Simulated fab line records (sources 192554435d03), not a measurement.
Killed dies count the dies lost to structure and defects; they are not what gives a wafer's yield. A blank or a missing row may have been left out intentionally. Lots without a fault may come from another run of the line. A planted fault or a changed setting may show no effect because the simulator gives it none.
Matching of chambers ; flow n5 finfet ; N5_GATE_CUT_HM_DEP_46 on pecvd-01: 3 sister chambers
The step deposits SiO2 from TEOS/O2, target thk 130 nm, time 26.6 s. 6 wafers are shown with their chamber, then 6 later ones without.

## WAFERS WITH THEIR CHAMBER
wafer;chamber;throttle valve pct (%);heater power w (W)
L763.5;1;17.5;601
L766.5;2;18.1;551
L767.2;1;17.5;601
L767.6;0;17.9;645
L768.4;2;18.1;557
L768.5;0;18.0;534

## WAFERS WHOSE CHAMBER IS MISSING
wafer;throttle valve pct (%);heater power w (W)
L776.1;18.5;531
L776.4;17.4;610
L776.6;18.7;552
L777.1;18.2;645
L777.3;17.2;515
L777.6;18.5;618

## CHAMBER TAKEN BY EACH
wafer;from the rows above;in truth
L776.1;2;2
L776.4;1;1
L776.6;2;2
L777.1;2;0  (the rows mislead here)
L777.3;1;1
L777.6;2;2
Correct placement for 5 of the 6. Not placeable from these rows: 0. Placed wrongly: 1.
How it was worked out, from the rows above alone: a wafer's distance from a chamber is the root of the sum, over the readings, of the square of ((its reading less the chamber's mean) divided by the reading's scatter). The wafer belongs to the nearest chamber; if the next one is less than 2 further off, it can't be placed. A chamber's mean is the mean of its shown wafers. The scatter: the root of (the sum of the squares of (reading less its chamber's mean) over the shown wafers, divided by (wafers less chambers)).
